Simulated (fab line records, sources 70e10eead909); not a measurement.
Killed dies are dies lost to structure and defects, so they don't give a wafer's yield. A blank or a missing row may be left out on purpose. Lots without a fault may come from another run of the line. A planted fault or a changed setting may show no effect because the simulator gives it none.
fab line records | flow nand_harc | part 2 of 2: steps 26 to 37 of 37
record lots=5 wafers=15 last_day=32
route steps=1302 shown P_ZERO_WELL@46 P_STI@69
lots that met no fault: from a run of the same line without faults
start_h: hours from the record's first day to the start of the lot's first wafer shown | wait_h: hours since the lot's step before | " the same as in the row above | L1.1+2: a row that stands for several wafers | - no value, or no start given | * or withheld: withheld | < > ~ a bound
route shown NAME@n: a module of which the file shows steps, and the number in the route of the first | usual: mean/standard deviation of fault-free wafers | same: alike in all rows | chamber/n: place in a boat | sites: the reading at each site | _std_site: their standard deviation | _edge_site: outer sites' mean less inner sites' | radius_mm: how far each site lies from the wafer's centre | mask NAME#n: copy n | behind: the tool/chamber that last shaped the wafer | hold: why the lot was held/for how many hours/how that ended | device: the transistor (n, p or np) that didn't switch | end of line: the same wafers' tests at the end of the route | a step without rows: its recipe alone | killed: dies lost to structure and defects at the first sort, not the wafer's yield | map: a wafer's dies, x killed, . not, _ none there
set.NAME: the setting as run; set.NAME@STEP: as run at that earlier step | model.NAME: the simulator's own value behind a step, which no gauge read
lots at some steps of the route; a table a step, a row a wafer
services: from which hour (start_h, from the record's first day; less than 0 if before it) a tool's chamber was out of use, for how many hours, and why
## steps
# step NHARC_P_STI_SRD_28
# columns lot.wafer tool chamber start_h wait_h
L084.5+2+1 wet_bench-05 3,6,7 - -
L086.2+1+3 wet_bench-07 4,0,1 - -
L093.4+2+3 wet_bench-07 0,1,5 - -
L094.2+5+4 wet_bench-07 3,4,7 - -
L097.6+2+4 wet_bench-07 3,4,5 - -
# step NHARC_P_STI_OXIDE_29
# recipe target_thk_a=100 temp_c=900 ox_time_s=1362 material=SiO2
# usual spike_tc_upper_C=899.3/0.98
# columns lot.wafer tool chamber start_h wait_h spike_tc_upper_C
L084.1 furnace-07 0 132.20 - 900.5
L084.2 " 0 " " 898.9
L084.5 " 0 " " 899.2
L086.1 furnace-06 0 151.70 - 900.2
L086.2 " 0 " " 900.2
L086.3 " 0 " " 897.9
L093.2 furnace-06 0 221.74 - 898.6
L093.3 " 0 " " 898.3
L093.4 " 0 " " 897.6
L094.2 furnace-07 0 231.26 - 897.7
L094.4 " 0 " " 899.8
L094.5 " 0 " " 898.7
L097.2 furnace-06 0 261.88 - 899.5
L097.4 " 0 " " 898.4
L097.6 " 0 " " 898.5
# step NHARC_P_STI_HM_DEP_30
# recipe target_thk_a=800 temp_c=790 pressure_mtorr=300 time_s=873 material=Si3N4
# usual spike_tc_upper_C=790.0/1.1 susceptor_temp_C=790.0/0.34
# columns lot.wafer tool chamber start_h wait_h spike_tc_upper_C susceptor_temp_C
L084.1 lpcvd-01 1 139.35 3.5 790.3 790.2
L084.2 " 1 " " 789.2 790.4
L084.5 " 1 " " 790.2 790.6
L086.1 lpcvd-01 1 158.82 3.5 790.6 790.2
L086.2 " 1 " " 789.2 789.8
L086.3 " 1 " " 790.7 790.1
L093.2 lpcvd-01 0 228.92 3.5 790.9 790.4
L093.3 " 0 " " 788.6 790.4
L093.4 " 0 " " 790.0 790.0
L094.2 lpcvd-01 1 238.40 3.5 791.2 790.0
L094.4 " 1 " " 789.9 789.8
L094.5 " 1 " " 788.2 789.5
L097.2 lpcvd-01 1 269.05 3.5 791.2 790.3
L097.4 " 1 " " 789.9 790.0
L097.6 " 1 " " 790.9 790.5
# step NHARC_P_STI_DEHYDRATE_01
# recipe temp_c=150 time_s=120
# usual chill_plate_temp_C=23.00/0.12
# columns lot.wafer tool chamber start_h wait_h chill_plate_temp_C
L084.1 litho_track-03 0 142.97 0.4 22.95
L084.2 " 0 " " 23.01
L084.5 " 0 " " 22.81
L086.1 litho_track-03 0 162.51 0.4 23.21
L086.2 " 0 " " 23.26
L086.3 " 0 " " 23.25
L093.2 litho_track-05 0 232.61 0.4 23.08
L093.3 " 0 " " 22.94
L093.4 " 0 " " 23.07
L094.2 litho_track-02 0 242.03 0.4 23.00
L094.4 " 0 " " 23.07
L094.5 " 0 " " 23.07
L097.2 litho_track-03 0 272.72 0.4 22.89
L097.4 " 0 " " 22.89
L097.6 " 0 " " 22.98
# step NHARC_P_STI_HMDS_02
# recipe time_s=30
# usual chill_plate_temp_C=23.00/0.12
# columns lot.wafer tool chamber start_h wait_h chill_plate_temp_C
L084.1 litho_track-03 0 - - 23.05
L084.2 " 0 " " 22.80
L084.5 " 0 " " 22.96
L086.1 litho_track-03 0 - - 22.73
L086.2 " 0 " " 22.74
L086.3 " 0 " " 22.96
L093.2 litho_track-05 0 - - 22.89
L093.3 " 0 " " 23.11
L093.4 " 0 " " 22.99
L094.2 litho_track-02 0 - - 23.01
L094.4 " 0 " " 23.07
L094.5 " 0 " " 23.08
L097.2 litho_track-03 0 - - 23.16
L097.4 " 0 " " 22.99
L097.6 " 0 " " 23.17
# step NHARC_P_STI_COAT_41
# recipe temp_c=200 time_s=65
# usual chill_plate_temp_C=22.99/0.11
# columns lot.wafer tool chamber start_h wait_h chill_plate_temp_C
L084.1 litho_track-03 0 - - 22.96
L084.2 " 0 " " 22.91
L084.5 " 0 " " 22.97
L086.1 litho_track-03 0 - - 22.95
L086.2 " 0 " " 22.86
L086.3 " 0 " " 22.98
L093.2 litho_track-05 0 - - 23.06
L093.3 " 0 " " 23.21
L093.4 " 0 " " 22.93
L094.2 litho_track-02 0 - - 22.92
L094.4 " 0 " " 23.11
L094.5 " 0 " " 23.08
L097.2 litho_track-03 0 - - 22.97
L097.4 " 0 " " 22.91
L097.6 " 0 " " 22.96
# step NHARC_P_STI_COAT_03
# recipe spin_rpm=2000 resist_thk_nm=600
# usual chill_plate_temp_C=23.02/0.11 dispense_pressure_kPa=54.3/2.7
# columns lot.wafer tool chamber start_h wait_h chill_plate_temp_C dispense_pressure_kPa
L084.1 litho_track-03 0 - - 22.95 52.3
L084.2 " 0 " " 23.01 52.3
L084.5 " 0 " " 23.09 52.3
L086.1 litho_track-03 0 - - 23.03 52.3
L086.2 " 0 " " 23.02 52.3
L086.3 " 0 " " 23.11 52.3
L093.2 litho_track-05 0 - - 23.08 58.4
L093.3 " 0 " " 23.01 58.4
L093.4 " 0 " " 23.10 58.5
L094.2 litho_track-02 0 - - 22.90 53.1
L094.4 " 0 " " 22.94 53.0
L094.5 " 0 " " 22.77 53.1
L097.2 litho_track-03 0 - - 23.00 52.3
L097.4 " 0 " " 23.04 52.4
L097.6 " 0 " " 23.18 52.3
# step NHARC_P_STI_SOFTBAKE_04
# recipe temp_c=125 time_s=70
# usual chill_plate_temp_C=23.02/0.11
# columns lot.wafer tool chamber start_h wait_h chill_plate_temp_C
L084.1 litho_track-03 0 - - 22.83
L084.2 " 0 " " 22.95
L084.5 " 0 " " 22.81
L086.1 litho_track-03 0 - - 22.92
L086.2 " 0 " " 23.02
L086.3 " 0 " " 22.96
L093.2 litho_track-05 0 - - 23.15
L093.3 " 0 " " 22.91
L093.4 " 0 " " 22.97
L094.2 litho_track-02 0 - - 22.95
L094.4 " 0 " " 22.97
L094.5 " 0 " " 23.13
L097.2 litho_track-03 0 - - 22.80
L097.4 " 0 " " 22.85
L097.6 " 0 " " 22.90
# step NHARC_P_STI_EBR_05
# usual chill_plate_temp_C=23.00/0.14
# columns lot.wafer tool chamber start_h wait_h chill_plate_temp_C
L084.1 litho_track-03 0 - - 23.23
L084.2 " 0 " " 23.09
L084.5 " 0 " " 22.99
L086.1 litho_track-03 0 - - 22.76
L086.2 " 0 " " 22.89
L086.3 " 0 " " 23.21
L093.2 litho_track-05 0 - - 23.40
L093.3 " 0 " " 23.11
L093.4 " 0 " " 23.13
L094.2 litho_track-02 0 - - 23.03
L094.4 " 0 " " 23.01
L094.5 " 0 " " 23.05
L097.2 litho_track-03 0 - - 22.96
L097.4 " 0 " " 23.08
L097.6 " 0 " " 23.07
# step NHARC_P_STI_EXPOSE_06
# recipe na=0.55 target_cd_nm=200 dose_mj=37.69 mask_id=P_STI
# columns lot.wafer tool chamber start_h wait_h mask
L084.1+2+5 krf_scanner-03 0 143.26 - P_STI#0
L086.1+2+3 krf_scanner-01 0 162.80 - P_STI#0
L093.2+3+4 krf_scanner-03 0 232.91 - P_STI#0
L094.2+4+5 krf_scanner-01 0 242.32 - P_STI#0
L097.2+4+6 krf_scanner-01 0 272.89 - P_STI#0
# step NHARC_P_STI_PEB_07
# recipe peb_temp_c=128 peb_time_s=80
# usual chill_plate_temp_C=23.01/0.1
# columns lot.wafer tool chamber start_h wait_h chill_plate_temp_C
L084.1 litho_track-05 0 143.33 0.1 23.06
L084.2 " 0 " " 23.00
L084.5 " 0 " " 23.00
L086.1 litho_track-03 0 162.87 0.1 22.90
L086.2 " 0 " " 23.14
L086.3 " 0 " " 23.03
L093.2 litho_track-03 0 232.97 0.1 23.12
L093.3 " 0 " " 23.04
L093.4 " 0 " " 22.90
L094.2 litho_track-02 0 242.39 0.1 23.09
L094.4 " 0 " " 22.97
L094.5 " 0 " " 23.05
L097.2 litho_track-05 0 272.95 0.1 22.79
L097.4 " 0 " " 22.88
L097.6 " 0 " " 22.92
# step NHARC_P_STI_DEVELOP_08
# recipe time_s=50 dev_temp_c=22
# usual chill_plate_temp_C=23.01/0.11
# columns lot.wafer tool chamber start_h wait_h chill_plate_temp_C
L084.1 litho_track-05 0 - - 22.99
L084.2 " 0 " " 23.25
L084.5 " 0 " " 23.11
L086.1 litho_track-03 0 - - 23.09
L086.2 " 0 " " 23.00
L086.3 " 0 " " 23.17
L093.2 litho_track-03 0 - - 22.91
L093.3 " 0 " " 23.09
L093.4 " 0 " " 23.04
L094.2 litho_track-02 0 - - 22.90
L094.4 " 0 " " 22.84
L094.5 " 0 " " 22.92
L097.2 litho_track-05 0 - - 23.00
L097.4 " 0 " " 22.83
L097.6 " 0 " " 22.92
## services
# columns tool chamber start_h hours kind
krf_scanner-01 - 104.53 4.0 repair
krf_scanner-03 - 107.34 0.8 repair
krf_scanner-02 - 112.61 0.4 repair
rie_diel-11 - 117.97 0.4 repair
rie_diel-07 - 118.04 9.0 pm
litho_track-05 - 124.00 7.0 pm
krf_scanner-01 - 140.00 4.0 pm
implanter-02 - 146.31 13.0 pm
wet_bench-07 - 160.00 8.0 pm
krf_scanner-03 - 175.77 4.2 repair
wet_bench-09 - 176.80 8.0 pm
implanter-01 - 177.91 5.6 repair
krf_scanner-04 - 182.00 4.0 pm
rie_diel-10 - 186.86 0.5 repair
wet_bench-03 - 210.44 8.0 pm
krf_scanner-04 - 216.87 0.7 repair
rie_diel-07 1 221.90 10.4 repair
krf_scanner-03 - 224.00 4.0 pm
litho_track-02 - 227.00 7.0 pm
rie_diel-10 - 248.53 9.0 pm
litho_track-07 - 251.00 7.0 pm
wet_bench-09 - 255.75 1.0 repair
implanter-01 - 256.76 3.2 repair
wet_bench-05 - 260.88 8.0 pm
